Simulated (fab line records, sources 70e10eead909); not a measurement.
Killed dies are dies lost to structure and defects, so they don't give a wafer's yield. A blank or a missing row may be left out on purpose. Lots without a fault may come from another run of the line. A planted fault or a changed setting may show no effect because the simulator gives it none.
fab line records | flow nand_harc
record lots=6 wafers=18 last_day=32
route steps=1302 shown A_CHANNEL_HOLE_D2@574 END@1302
lots that met no fault: from a run of the same line without faults
start_h: hours from the record's first day to the start of the lot's first wafer shown | wait_h: hours since the lot's step before | " the same as in the row above | L1.1+2: a row that stands for several wafers | - no value, or no start given | * or withheld: withheld | < > ~ a bound
route shown NAME@n: a module of which the file shows steps, and the number in the route of the first | usual: mean/standard deviation of fault-free wafers | same: alike in all rows | chamber/n: place in a boat | sites: the reading at each site | _std_site: their standard deviation | _edge_site: outer sites' mean less inner sites' | radius_mm: how far each site lies from the wafer's centre | mask NAME#n: copy n | behind: the tool/chamber that last shaped the wafer | hold: why the lot was held/for how many hours/how that ended | device: the transistor (n, p or np) that didn't switch | end of line: the same wafers' tests at the end of the route | a step without rows: its recipe alone | killed: dies lost to structure and defects at the first sort, not the wafer's yield | map: a wafer's dies, x killed, . not, _ none there
set.NAME: the setting as run; set.NAME@STEP: as run at that earlier step | model.NAME: the simulator's own value behind a step, which no gauge read
lots at some steps of the route; a table a step, a row a wafer
services: from which hour (start_h, from the record's first day; less than 0 if before it) a tool's chamber was out of use, for how many hours, and why
## steps
# step NHARC_A_CHANNEL_HOLE_D2_COAT_36
# recipe temp_c=260 time_s=75
# step NHARC_A_CHANNEL_HOLE_D2_COAT_37
# recipe temp_c=225 time_s=65
# step NHARC_A_CHANNEL_HOLE_D2_COAT_04
# recipe spin_rpm=1500 resist_thk_nm=90
# step NHARC_A_CHANNEL_HOLE_D2_SOFTBAKE_05
# recipe temp_c=105 time_s=55
# step NHARC_A_CHANNEL_HOLE_D2_EBR_06
# step NHARC_A_CHANNEL_HOLE_D2_EXPOSE_07
# recipe na=1.35 target_cd_nm=100 sigma_outer=0.3 dose_mj=59.65 mask_id=HOLE_D2
# step NHARC_A_CHANNEL_HOLE_D2_PEB_08
# recipe peb_temp_c=100 peb_time_s=65
# step NHARC_A_CHANNEL_HOLE_D2_DEVELOP_09
# recipe develop_time_s=35 dev_temp_c=23
# step NHARC_A_CHANNEL_HOLE_D2_CD_MEAS_10
# recipe target_cd_nm=100 landing_energy_ev=500
# usual cd_nm=100.0/0.42
# columns lot.wafer tool chamber start_h wait_h cd_nm
L547.2 cd_sem-01 0 280.10 - 100.3
L547.4 " 0 " " 100.1
L547.5 " 0 " " 100.0
L551.1 cd_sem-02 0 318.23 - 99.7
L551.4 " 0 " " 101.0
L551.6 " 0 " " 100.0
L554.3 cd_sem-02 0 370.82 - 100.5
L554.4 " 0 " " 100.6
L554.6 " 0 " " 100.8
L556.1 cd_sem-03 0 383.92 - 100.0
L556.4 " 0 " " 99.9
L556.5 " 0 " " 99.9
L563.1 cd_sem-03 0 468.11 - 99.9
L563.2 " 0 " " 99.9
L563.3 " 0 " " 100.4
L567.1 cd_sem-03 0 500.66 - 99.5
L567.3 " 0 " " 99.6
L567.4 " 0 " " 99.9
# step NHARC_A_CHANNEL_HOLE_D2_OVL_MEAS_11
# usual overlay_x_nm=-0.1/0.82 overlay_y_nm=0.1/0.97
# columns lot.wafer tool chamber start_h wait_h overlay_x_nm overlay_y_nm
L547.2 overlay-02 - 280.19 - -0.2 0.7
L547.4 " - " " -0.6 0.5
L547.5 " - " " 0.0 0.2
L551.1 overlay-01 - 318.32 - 1.9 -0.6
L551.4 " - " " 1.7 -1.0
L551.6 " - " " 2.3 -0.7
L554.3 overlay-01 - 370.90 - 0.0 -0.5
L554.4 " - " " -0.7 -0.8
L554.6 " - " " -0.1 -0.3
L556.1 overlay-01 - 384.01 - -0.3 -0.5
L556.4 " - " " -0.8 -0.5
L556.5 " - " " -0.3 -0.4
L563.1 overlay-02 - 468.20 - -1.5 0.8
L563.2 " - " " -1.6 1.3
L563.3 " - " " -1.4 0.6
L567.1 overlay-01 - 500.75 - -1.3 -1.0
L567.3 " - " " -0.8 -1.6
L567.4 " - " " -1.2 -1.2
# step NHARC_A_CHANNEL_HOLE_D2_INSPECT_12
# usual raw_defect_count=31/23
# columns lot.wafer tool chamber start_h wait_h raw_defect_count
L547.2 defect_inspect-01 - 280.23 0.0 1
L547.4 " - " " 8
L547.5 " - " " 9
L551.1 defect_inspect-02 - 318.36 0.0 57
L551.4 " - " " 55
L551.6 " - " " 47
L554.3 defect_inspect-02 - 370.94 0.0 52
L554.4 " - " " 52
L554.6 " - " " 60
L556.1 defect_inspect-02 - 384.04 0.0 4
L556.4 " - " " 7
L556.5 " - " " 4
L563.1 defect_inspect-01 - 468.24 0.0 18
L563.2 " - " " 17
L563.3 " - " " 15
L567.1 defect_inspect-01 - 500.79 0.0 21
L567.3 " - " " 20
L567.4 " - " " 23
# step NHARC_A_CHANNEL_HOLE_D2_DESCUM_15
# recipe time_s=3 o2_flow_sccm=200 ar_flow_sccm=0 bias_power_w=0 chemistry=O2
# usual chamber_pressure_mTorr=60.00/0.062 drypump_motor_current_A=5.8/0.45 o2_flow_sccm=200.0/0.55 oes_product_au=1.003/0.0071 rf_vpp_V=58.0/0.91 showerhead_plenum_p_Torr=1.94/0.071 throttle_valve_pct=11.310/0.01
# columns lot.wafer tool chamber start_h wait_h chamber_pressure_mTorr drypump_motor_current_A o2_flow_sccm oes_product_au rf_hours_counter_h rf_vpp_V showerhead_plenum_p_Torr throttle_valve_pct
L547.2 rie_diel-02 1 280.29 0.1 60.13 6.5 200.0 1.011 3.5 57.2 1.85 11.298
L547.4 " 2 " " 59.97 5.1 198.8 1.003 2.6 55.6 1.88 11.320
L547.5 " 2 " " 59.92 5.1 199.6 0.990 - 57.0 1.88 11.300
L551.1 rie_diel-05 0 318.43 0.1 59.97 6.3 200.1 0.991 5.8 59.0 1.96 11.314
L551.4 " 2 " " 60.03 5.1 199.7 1.000 4.2 57.7 2.06 11.324
L551.6 " 3 " " 60.05 6.0 200.1 0.997 - 57.5 2.00 11.307
L554.4 rie_diel-02 3 371.00 0.1 60.05 5.7 199.8 1.001 8.8 58.7 2.02 11.322
L554.3 " 2 " " 60.06 5.1 200.5 0.998 7.9 58.9 1.88 11.306
L554.6 " 3 " " 59.91 5.7 200.6 0.998 - 57.7 2.02 11.319
L556.4 rie_diel-07 3 384.11 0.1 59.93 6.0 200.3 0.997 4.0 57.9 1.96 11.316
L556.1 " 0 " " 59.98 6.3 200.1 0.991 4.3 58.7 1.89 11.320
L556.5 " 2 " " 60.10 5.4 200.1 1.007 - 58.1 1.85 11.319
L563.1 rie_diel-05 2 468.30 0.1 60.06 5.1 199.8 1.001 3.4 59.5 2.05 11.318
L563.2 " 3 " " 60.03 6.0 200.7 1.003 3.1 59.6 2.00 11.319
L563.3 " 1 " " 59.95 5.7 200.3 1.019 2.8 58.9 2.01 11.317
L567.3 rie_diel-05 1 500.86 0.1 60.04 5.7 199.9 0.999 4.7 58.0 2.01 11.312
L567.1 " 2 " " 60.08 5.1 199.8 1.007 5.1 59.9 2.05 11.310
L567.4 " 3 " " 59.96 6.0 200.2 1.002 5.1 59.0 2.00 11.298
# step NHARC_A_CHANNEL_HOLE_D2_ETCH_38
# recipe target_depth_a=390 over_etch_frac=0.3 time_s=65 ion_energy_ev=80 cf4_flow_sccm=150 ar_flow_sccm=0 rf_w=300 bias_w=100 chemistry=CF4
# usual bias_w=100.0/0.31 cf4_flow_sccm=150.0/0.49 chamber_pressure_mTorr=50.00/0.059 drypump_motor_current_A=5.8/0.47 oes_product_au=1.003/0.008 rf_vpp_V=151.7/1.2 showerhead_plenum_p_Torr=1.79/0.062 throttle_valve_pct=13.283/0.0089
# columns lot.wafer tool chamber start_h wait_h bias_w cf4_flow_sccm chamber_pressure_mTorr drypump_motor_current_A oes_product_au rf_hours_counter_h rf_vpp_V showerhead_plenum_p_Torr throttle_valve_pct
L547.2 rie_diel-02 0 280.38 0.1 99.6 149.7 50.12 6.0 0.983 3.5 151.5 1.79 13.280
L547.4 " 1 " " 99.6 149.2 50.01 6.5 1.000 3.5 151.4 1.71 13.274
L547.5 " 2 " " 100.2 149.7 50.03 5.1 0.996 - 150.9 1.74 13.274
L551.1 rie_diel-05 1 318.50 0.1 99.5 150.4 50.04 5.7 1.002 6.1 152.1 1.86 13.297
L551.4 " 0 " " 100.2 149.2 50.06 6.3 0.993 5.8 151.9 1.81 13.287
L551.6 " 1 " " 100.3 150.4 50.02 5.8 0.991 - 152.8 1.86 13.285
L554.3 rie_diel-02 2 371.08 0.1 - - - - - - - - -
L554.4 " 1 " " - - - - - - - - -
L554.6 " 3 " " - - - - - - - - -
L556.1 rie_diel-07 0 384.20 0.1 - - - - - - - - -
L556.4 " 2 " " - - - - - - - - -
L556.5 " 0 " " - - - - - - - - -
L563.1 rie_diel-05 3 468.39 0.1 100.1 150.7 49.91 5.9 1.015 3.1 154.7 1.84 13.281
L563.2 " 1 " " 100.1 150.3 49.97 5.7 1.012 2.8 151.5 1.85 13.281
L563.3 " 2 " " 100.3 149.8 49.86 5.1 1.017 3.4 151.8 1.89 13.293
L567.1 rie_diel-05 0 500.93 0.1 99.8 149.7 50.11 6.4 1.006 4.6 151.7 1.80 13.276
L567.3 " 2 " " 100.2 149.7 50.02 5.1 0.994 5.2 152.9 1.89 13.268
L567.4 " 3 " " 100.0 149.8 49.94 6.0 1.002 5.1 151.5 1.84 13.279
# step NHARC_A_CHANNEL_HOLE_D2_ETCH_39
# recipe target_depth_a=2600 over_etch_frac=0.3 time_s=325 ion_energy_ev=200 n2_flow_sccm=150 h2_flow_sccm=150 ar_flow_sccm=0 rf_w=400 bias_w=150 chemistry=N2/H2
# usual bias_w=150.0/0.45 chamber_pressure_mTorr=30.003/0.023 drypump_motor_current_A=5.8/0.45 h2_flow_sccm=150.0/0.43 oes_product_au=1.002/0.0075 rf_vpp_V=431.3/2.3 showerhead_plenum_p_Torr=2.07/0.078 throttle_valve_pct=14.172/0.0083
# columns lot.wafer tool chamber start_h wait_h bias_w chamber_pressure_mTorr drypump_motor_current_A h2_flow_sccm oes_product_au rf_hours_counter_h rf_vpp_V showerhead_plenum_p_Torr throttle_valve_pct
L547.2 rie_diel-02 0 - - 150.5 30.008 6.0 150.0 0.999 3.5 430.6 2.06 14.170
L547.4 " 3 " " 150.7 30.000 5.7 149.8 1.018 2.7 433.3 2.16 14.175
L547.5 " 0 " " 149.7 30.023 6.0 150.0 1.009 - 430.4 2.06 14.166
L551.4 rie_diel-05 1 - - 149.6 30.000 5.7 150.4 1.013 6.2 434.7 2.15 14.176
L551.1 " 3 " " 149.6 30.018 5.9 150.5 0.998 5.9 433.8 2.14 14.181
L551.6 " 1 " " 149.6 30.018 5.7 150.0 0.997 - 432.3 2.15 14.176
L554.4 rie_diel-02 1 371.22 0.1 150.0 29.978 6.5 149.7 1.000 8.2 429.1 1.97 14.177
L554.3 " 2 " " 150.2 30.019 5.1 149.9 0.996 8.0 429.0 2.00 14.169
L554.6 " 3 " " 149.8 30.010 5.7 149.8 1.002 - 433.4 2.16 14.151
L556.1 rie_diel-07 3 384.33 0.1 149.8 29.984 6.0 150.4 1.004 4.1 432.3 2.09 14.181
L556.4 " 0 " " 149.5 29.987 6.3 150.7 1.004 4.3 429.4 2.02 14.179
L556.5 " 1 " " 150.6 30.001 5.6 149.8 0.997 - 428.1 1.96 14.163
L563.2 rie_diel-05 0 - - 149.7 29.998 6.3 150.6 1.004 2.7 430.5 2.08 14.173
L563.3 " 1 " " 150.1 29.977 5.7 149.5 1.002 2.9 432.6 2.15 14.172
L563.1 " 2 " " 149.8 30.007 5.0 151.3 0.992 3.4 435.1 2.19 14.189
L567.1 rie_diel-05 1 - - 149.5 30.012 5.7 150.1 1.007 4.7 434.6 2.15 14.175
L567.3 " 3 " " 150.2 30.018 6.0 150.3 0.999 5.2 433.6 2.13 14.151
L567.4 " 0 " " 149.8 29.978 6.3 149.6 1.008 4.7 432.0 2.08 14.167
# step NHARC_END_SORT_01
# recipe temp_c=25
# usual killed_at_array=52/16 killed_at_other=0.8/1.1 killed_at_periphery=4.2/2.5 killed_dies=57/16 killed_open=3.4/2 killed_short=2.6/1.6
# same gross_dies=677
# columns lot.wafer tool chamber start_h wait_h hold killed_at_array killed_at_other killed_at_periphery killed_dies killed_open killed_short
L547.2 prober-02 0 561.27 2.8 - 70 0 6 76 5 1
L547.4 prober-02 0 562.87 3.4 - 62 3 4 69 3 3
L547.5 prober-02 0 563.66 3.7 - 51 2 7 60 6 3
L551.1 prober-02 0 602.54 2.6 - 73 0 5 78 4 2
L551.4 prober-02 0 604.92 3.4 - 69 1 2 72 4 2
L551.6 prober-02 0 606.51 4.0 - 69 0 3 72 2 4
L554.3 prober-01 0 635.82 3.1 await_dispo/1.5h/scrap 673 3 1 677 4 4
L554.4 prober-01 0 636.61 3.4 await_dispo/1.5h/scrap 671 4 2 677 0 0
L554.6 prober-01 0 638.20 4.0 await_dispo/1.5h/scrap 668 0 9 677 1 1
L556.1 prober-01 0 659.87 2.5 await_dispo/2.6h/scrap 673 1 3 677 7 6
L556.4 prober-01 0 662.25 3.4 await_dispo/2.6h/scrap 672 0 5 677 4 3
L556.5 prober-01 0 663.04 3.7 await_dispo/2.6h/scrap 672 1 4 677 5 3
L563.1 prober-01 0 742.92 2.5 - 38 1 7 46 2 2
L563.2 prober-01 0 743.73 2.8 - 51 4 3 58 4 4
L563.3 prober-01 0 744.53 3.1 - 32 3 4 39 2 3
L567.1 prober-01 0 769.28 2.5 - 55 1 1 57 3 1
L567.3 prober-01 0 770.88 3.1 - 68 1 4 73 4 2
L567.4 prober-01 0 771.68 3.4 - 70 4 6 80 4 3
# killed by level:class
L547.2 A_CHANNEL_HOLE_D2:chamber_film_flake=39 A_SLIT:chamber_film_flake=20 P_M2:chamber_film_flake=3 P_CONTACT:geometric_particle:open=2 A_WL_FILL:chamber_film_flake=2 A_CONTACT:chamber_film_flake=2 A_CHANNEL_HOLE_D1:geometric_particle:short=1 A_CHANNEL_FILL_D1:geometric_particle:open=1
L547.4 A_CHANNEL_HOLE_D2:chamber_film_flake=32 A_SLIT:chamber_film_flake=15 A_DECK1_JOINT:chamber_film_flake=4 P_M2:chamber_film_flake=3 A_WL_FILL:chamber_film_flake=3 A_CONTACT:chamber_film_flake=2 A_ONON_D1:geometric_particle:short=1 A_CHANNEL_HOLE_D1:geometric_particle:open=1
L547.5 A_CHANNEL_HOLE_D2:chamber_film_flake=19 A_SLIT:chamber_film_flake=18 P_M2:chamber_film_flake=5 A_CONTACT:chamber_film_flake=2 THIN_TSV:chamber_film_flake=2 P_CONTACT:geometric_particle:open=1 P_M2:geometric_particle:open=1 A_ONON_D1:geometric_particle:open=1
L551.1 A_CHANNEL_HOLE_D1:chamber_film_flake=38 A_SLIT:chamber_film_flake=14 A_CHANNEL_HOLE_D2:chamber_film_flake=6 A_CONTACT:chamber_film_flake=5 A_DECK1_JOINT:geometric_particle:short=2 A_CONTACT:geometric_particle:open=2 A_STAIRCASE:chamber_film_flake=2 P_M0:geometric_particle:open=1
L551.4 A_CHANNEL_HOLE_D1:chamber_film_flake=32 A_SLIT:chamber_film_flake=18 A_CHANNEL_HOLE_D2:chamber_film_flake=7 A_CHANNEL_FILL_D2:chamber_film_flake=4 A_CONTACT:chamber_film_flake=2 P_M0:geometric_particle:open=1 P_M1:geometric_particle:open=1 A_ONON_D1:geometric_particle:short=1
L551.6 A_CHANNEL_HOLE_D1:chamber_film_flake=32 A_SLIT:chamber_film_flake=20 A_CHANNEL_HOLE_D2:chamber_film_flake=6 A_CONTACT:chamber_film_flake=4 A_WL_FILL:geometric_particle:short=2 P_GATE:chamber_film_flake=2 A_SGD_CUT:chamber_film_flake=2 P_CONTACT:geometric_particle:open=1
L554.3 A_CHANNEL_HOLE_D2:area_etch=612 A_CHANNEL_HOLE_D1:chamber_film_flake=19 A_SLIT:chamber_film_flake=13 A_CHANNEL_HOLE_D2:chamber_film_flake=9 A_BONDPAD:chamber_film_flake=5 A_STAIRCASE:chamber_film_flake=5 THIN_TSV:chamber_film_flake=3 A_CONTACT:chamber_film_flake=2
L554.4 A_CHANNEL_HOLE_D2:area_etch=593 A_CHANNEL_HOLE_D1:chamber_film_flake=38 A_SLIT:chamber_film_flake=24 A_CHANNEL_HOLE_D2:chamber_film_flake=6 A_BONDPAD:chamber_film_flake=6 THIN_TSV:chamber_film_flake=4 A_CONTACT:chamber_film_flake=3 P_ZERO_WELL:chamber_film_flake=1
L554.6 A_CHANNEL_HOLE_D2:area_etch=573 A_CHANNEL_HOLE_D1:chamber_film_flake=39 A_SLIT:chamber_film_flake=27 A_CHANNEL_HOLE_D2:chamber_film_flake=13 A_BONDPAD:chamber_film_flake=8 P_M2:chamber_film_flake=4 P_ZERO_WELL:chamber_film_flake=3 A_WL_FILL:chamber_film_flake=3
L556.1 A_CHANNEL_HOLE_D2:area_etch=648 A_CHANNEL_HOLE_D2:chamber_film_flake=7 A_CHANNEL_HOLE_D1:chamber_film_flake=3 A_CHANNEL_FILL_D2:geometric_particle:open=2 A_SLIT:geometric_particle:open=2 A_WL_FILL:geometric_particle:short=2 A_STAIRCASE:chamber_film_flake=2 P_CONTACT:geometric_particle:short=1
L556.4 A_CHANNEL_HOLE_D2:area_etch=644 A_CHANNEL_HOLE_D2:chamber_film_flake=9 A_CHANNEL_HOLE_D1:chamber_film_flake=3 A_STAIRCASE:chamber_film_flake=3 A_SLIT:chamber_film_flake=3 A_M1:geometric_particle:open=2 P_ZERO_WELL:chamber_film_flake=2 A_WL_FILL:chamber_film_flake=2
L556.5 A_CHANNEL_HOLE_D2:area_etch=649 A_CHANNEL_HOLE_D2:chamber_film_flake=6 A_CHANNEL_HOLE_D1:chamber_film_flake=3 A_STAIRCASE:chamber_film_flake=3 P_CONTACT:geometric_particle:open=2 A_DECK1_JOINT:chamber_film_flake=2 A_SLIT:chamber_film_flake=2 P_GATE:geometric_particle:open=1
L563.1 A_CHANNEL_HOLE_D2:chamber_film_flake=15 A_CHANNEL_HOLE_D1:chamber_film_flake=7 A_SLIT:chamber_film_flake=4 A_CONTACT:chamber_film_flake=3 P_STI:chamber_film_flake=2 P_GATE:chamber_film_flake=2 P_M2:chamber_film_flake=2 A_CHANNEL_FILL_D1:chamber_film_flake=2
L563.2 A_CHANNEL_HOLE_D2:chamber_film_flake=21 A_CHANNEL_HOLE_D1:chamber_film_flake=8 A_SLIT:chamber_film_flake=7 THIN_TSV:chamber_film_flake=4 A_SGD_CUT:chamber_film_flake=3 A_CONTACT:chamber_film_flake=3 P_M0:geometric_particle:open=2 A_WL_FILL:geometric_particle:short=2
L563.3 A_CHANNEL_HOLE_D2:chamber_film_flake=11 A_CHANNEL_HOLE_D1:chamber_film_flake=7 A_SGD_CUT:chamber_film_flake=4 A_SLIT:chamber_film_flake=3 A_CHANNEL_FILL_D1:chamber_film_flake=2 THIN_TSV:chamber_film_flake=2 P_CONTACT:geometric_particle:open=1 A_ONON_D1:geometric_particle:short=1
L567.1 A_SLIT:chamber_film_flake=21 A_CHANNEL_HOLE_D2:chamber_film_flake=16 A_CHANNEL_HOLE_D1:chamber_film_flake=5 A_CONTACT:chamber_film_flake=5 A_CHANNEL_FILL_D1:chamber_film_flake=2 A_CHANNEL_HOLE_D2:geometric_particle:open=1 P_ZERO_WELL:chamber_film_flake=1 A_SGD_CUT:geometric_particle:short=1
L567.3 A_SLIT:chamber_film_flake=24 A_CHANNEL_HOLE_D2:chamber_film_flake=20 A_CHANNEL_HOLE_D1:chamber_film_flake=11 A_CONTACT:chamber_film_flake=5 A_STAIRCASE:chamber_film_flake=3 A_M0:geometric_particle:open=2 P_GATE:chamber_film_flake=2 P_CONTACT:geometric_particle:open=1
L567.4 A_SLIT:chamber_film_flake=30 A_CHANNEL_HOLE_D2:chamber_film_flake=18 A_CHANNEL_HOLE_D1:chamber_film_flake=9 A_STAIRCASE:chamber_film_flake=3 A_CONTACT:chamber_film_flake=3 THIN_TSV:chamber_film_flake=3 P_CONTACT:geometric_particle:open=2 P_STI:chamber_film_flake=2
# map L554.3 (x killed, . not)
____________x____________
_________xxxxxxx_________
_______xxxxxxxxxxx_______
______xxxxxxxxxxxxx______
_____xxxxxxxxxxxxxxx_____
____xxxxxxxxxxxxxxxxx____
____xxxxxxxxxxxxxxxxx____
___xxxxxxxxxxxxxxxxxxx___
___xxxxxxxxxxxxxxxxxxx___
__xxxxxxxxxxxxxxxxxxxxx__
__xxxxxxxxxxxxxxxxxxxxx__
_xxxxxxxxxxxxxxxxxxxxxxx_
_xxxxxxxxxxxxxxxxxxxxxxx_
_xxxxxxxxxxxxxxxxxxxxxxx_
_xxxxxxxxxxxxxxxxxxxxxxx_
_xxxxxxxxxxxxxxxxxxxxxxx_
xxxxxxxxxxxxxxxxxxxxxxxxx
xxxxxxxxxxxxxxxxxxxxxxxxx
xxxxxxxxxxxxxxxxxxxxxxxxx
xxxxxxxxxxxxxxxxxxxxxxxxx
xxxxxxxxxxxxxxxxxxxxxxxxx
_xxxxxxxxxxxxxxxxxxxxxxx_
_xxxxxxxxxxxxxxxxxxxxxxx_
_xxxxxxxxxxxxxxxxxxxxxxx_
_xxxxxxxxxxxxxxxxxxxxxxx_
_xxxxxxxxxxxxxxxxxxxxxxx_
__xxxxxxxxxxxxxxxxxxxxx__
__xxxxxxxxxxxxxxxxxxxxx__
___xxxxxxxxxxxxxxxxxxx___
___xxxxxxxxxxxxxxxxxxx___
____xxxxxxxxxxxxxxxxx____
____xxxxxxxxxxxxxxxxx____
_____xxxxxxxxxxxxxxx_____
______xxxxxxxxxxxxx______
_______xxxxxxxxxxx_______
_________xxxxxxx_________
____________x____________
# map L556.1 (x killed, . not)
____________x____________
_________xxxxxxx_________
_______xxxxxxxxxxx_______
______xxxxxxxxxxxxx______
_____xxxxxxxxxxxxxxx_____
____xxxxxxxxxxxxxxxxx____
____xxxxxxxxxxxxxxxxx____
___xxxxxxxxxxxxxxxxxxx___
___xxxxxxxxxxxxxxxxxxx___
__xxxxxxxxxxxxxxxxxxxxx__
__xxxxxxxxxxxxxxxxxxxxx__
_xxxxxxxxxxxxxxxxxxxxxxx_
_xxxxxxxxxxxxxxxxxxxxxxx_
_xxxxxxxxxxxxxxxxxxxxxxx_
_xxxxxxxxxxxxxxxxxxxxxxx_
_xxxxxxxxxxxxxxxxxxxxxxx_
xxxxxxxxxxxxxxxxxxxxxxxxx
xxxxxxxxxxxxxxxxxxxxxxxxx
xxxxxxxxxxxxxxxxxxxxxxxxx
xxxxxxxxxxxxxxxxxxxxxxxxx
xxxxxxxxxxxxxxxxxxxxxxxxx
_xxxxxxxxxxxxxxxxxxxxxxx_
_xxxxxxxxxxxxxxxxxxxxxxx_
_xxxxxxxxxxxxxxxxxxxxxxx_
_xxxxxxxxxxxxxxxxxxxxxxx_
_xxxxxxxxxxxxxxxxxxxxxxx_
__xxxxxxxxxxxxxxxxxxxxx__
__xxxxxxxxxxxxxxxxxxxxx__
___xxxxxxxxxxxxxxxxxxx___
___xxxxxxxxxxxxxxxxxxx___
____xxxxxxxxxxxxxxxxx____
____xxxxxxxxxxxxxxxxx____
_____xxxxxxxxxxxxxxx_____
______xxxxxxxxxxxxx______
_______xxxxxxxxxxx_______
_________xxxxxxx_________
____________x____________
## services
# columns tool chamber start_h hours kind
rie_diel-05 2 257.82 16.8 repair
rie_diel-07 2 260.33 5.0 repair
rie_diel-05 0 263.10 - clean
rie_diel-05 1 263.10 - clean
rie_diel-05 3 263.10 - clean
rie_diel-07 1 274.83 37.0 repair
rie_diel-05 0 287.60 - clean
rie_diel-05 1 287.60 - clean
rie_diel-05 2 287.60 - clean
rie_diel-05 3 287.60 - clean
rie_diel-07 - 294.20 9.0 pm
rie_diel-05 3 302.40 5.9 repair
rie_diel-05 0 312.10 - clean
rie_diel-05 1 312.10 - clean
rie_diel-02 1 323.96 3.4 repair
rie_diel-05 0 367.17 2.5 repair
rie_diel-05 0 372.98 5.7 repair
rie_diel-05 - 373.85 1.2 repair
rie_diel-05 3 391.77 7.7 repair
rie_diel-02 - 393.84 9.0 pm
rie_diel-05 - 406.60 9.0 pm
rie_diel-07 - 471.20 9.0 pm
rie_diel-02 1 498.26 6.0 repair
rie_diel-07 1 499.92 7.6 repair
## key
first_sign step=NHARC_A_CHANNEL_HOLE_D2_ETCH_38 reading=tool_record direction=missing
effect step=NHARC_END_SORT_01 reading=killed_at_array direction=up sigmas=39 usual=52 struck=672
more_kills_born_at NHARC_A_CHANNEL_HOLE_D2_ETCH_38@rie_diel-07=1941 NHARC_A_CHANNEL_HOLE_D2_ETCH_38@rie_diel-02=1778
met_at NHARC_A_CHANNEL_HOLE_D2_ETCH_38
struck_wafers L554.3,L554.4,L554.6,L556.1,L556.4,L556.5
later_rows_left_out L554.3,L554.4,L554.6,L556.1,L556.4,L556.5
tester_left_out L554,L556
onset_between 280.38 371.08
fault kind=skipped_step_whole tool=rie_diel-02,rie_diel-07 chamber=- onset_h=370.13 steps=NHARC_A_CHANNEL_HOLE_D2_ETCH_38 scope=struck_lots_only
# tester_left_out: of these lots the tester's yield and bins aren't shown, on N5 and GAA mostly nor the transistor test; their killed dies are dies lost to structure and defects alone, not to doping, threshold or leakage, so they don't give the yield
# later_rows_left_out: the simulator's readings of these wafers behind a module that went badly wrong aren't trusted and aren't shown, but for the sort
